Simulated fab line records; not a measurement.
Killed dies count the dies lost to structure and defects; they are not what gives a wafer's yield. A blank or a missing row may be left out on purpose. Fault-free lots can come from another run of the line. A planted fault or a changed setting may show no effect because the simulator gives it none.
Which of the tools did it? -- flow n5_finfet -- 10 lots with 30 wafers sampled at 2 steps, on a route of 1938 steps

== WHAT EACH GAUGE READ, for each wafer ==
N5_BEOL_M5_OVL_MEAS_29. Usual: V4_OVL typically reads -0.1 nm, with standard deviation 0.65.
lot,measured,on,V4_OVL (nm),flag
L126,day 7 15:40,overlay-01,-0.7 -0.2 0.0,
L130,day 8 15:13,overlay-01,0.4 0.5 0.6,
L131,day 8 23:05,overlay-01,-0.7 -0.5 0.5,
L135,day 9 21:18,overlay-02,-1.1 -1.1 -1.0,
L136,day 10 04:07,overlay-01,0.6 -0.6 0.0,
L137,day 11 01:44,overlay-01,0.3 0.9 0.1,
L138,day 11 05:41,overlay-02,-0.5 -0.3 -0.5,
L139,day 11 07:19,overlay-01,0.9 0.7 0.4,
L141,day 11 13:28,overlay-02,-0.1 0.5 -0.8,
L149,day 14 07:39,overlay-02,-0.7 -0.4 0.5,

== WHICH TOOL RAN EACH LOT (tool, then ch and the chambers of the sampled wafers, then the start) ==
lot,N5_BEOL_M5_STRIP_64
L126,"rie_diel-04 ch 0,1,2, day 7 14:52"
L130,"rie_diel-03 ch 1,2, day 8 14:26"
L131,"rie_diel-04 ch 0,1,3, day 8 21:20"
L135,"rie_diel-05 ch 0,3, day 9 19:52"
L136,"rie_diel-03 ch 1,2,3, day 10 03:02"
L137,"rie_diel-04 ch 1,2, day 11 00:50"
L138,"rie_diel-04 ch 0,3, day 11 03:21"
L139,"rie_diel-05 ch 1,3, day 11 06:45"
L141,"rie_diel-03 ch 0,2,3, day 11 11:49"
L149,"rie_diel-04 ch 2,3, day 14 06:31"
- N5_BEOL_M5_STRIP_64: strips in CF4.

== AS READ BY THE TOOLS THEMSELVES (means over the sampled wafers that have a number; for cases with no such wafer, the mark the record gives instead) ==
N5_BEOL_M5_STRIP_64. Usual: drypump_motor_current_A 5.83 A, standard deviation 0.25; oes_product_au 0.77 a.u., standard deviation 0.084; rf_vpp_V 271.0 V, standard deviation 1.7; showerhead_plenum_p_Torr 1.79 Torr, standard deviation 0.066; throttle_valve_pct 13.65 %, standard deviation 0.28.
lot,tool,drypump_motor_current_A (A),oes_product_au (a.u.),rf_vpp_V (V),showerhead_plenum_p_Torr (Torr),throttle_valve_pct (%),flag
L126,rie_diel-04,5.71,0.75,269.8,1.72,13.57,
L130,rie_diel-03,5.61,0.75,271.0,1.78,13.76,
L131,rie_diel-04,5.91,0.76,270.6,1.75,13.63,
L135,rie_diel-05,5.87,0.70,271.0,1.75,13.96,
L136,rie_diel-03,5.69,0.81,271.7,1.83,13.57,
L137,rie_diel-04,5.75,0.86,271.8,1.85,13.25,
L138,rie_diel-04,5.74,0.71,269.8,1.74,13.81,
L139,rie_diel-05,5.90,0.80,270.2,1.73,13.60,
L141,rie_diel-03,5.92,0.79,271.9,1.84,13.62,
L149,rie_diel-04,5.81,0.80,271.9,1.86,13.51,

== THE ANSWER, worked out from the rows above alone ==
Rule: take the mean of a lot's wafers that have a number; if it is more than 3 standard deviations from the usual mean, the lot is off. A lot without any number at a reading at which 4 lots or more have one is off too. The other lots that the step has rows for count as sound. After the gauges, taken in route order, come the tools' own readings; for these a lot's mean is taken, as printed above. The first step at which some lot is off is used, and at that step the reading that is off furthest; a lot without a number counts as furthest.
Nothing can be told from this: no lot is off at any reading shown.

== WHAT HAD BEEN PUT IN BY THE SIMULATOR ==
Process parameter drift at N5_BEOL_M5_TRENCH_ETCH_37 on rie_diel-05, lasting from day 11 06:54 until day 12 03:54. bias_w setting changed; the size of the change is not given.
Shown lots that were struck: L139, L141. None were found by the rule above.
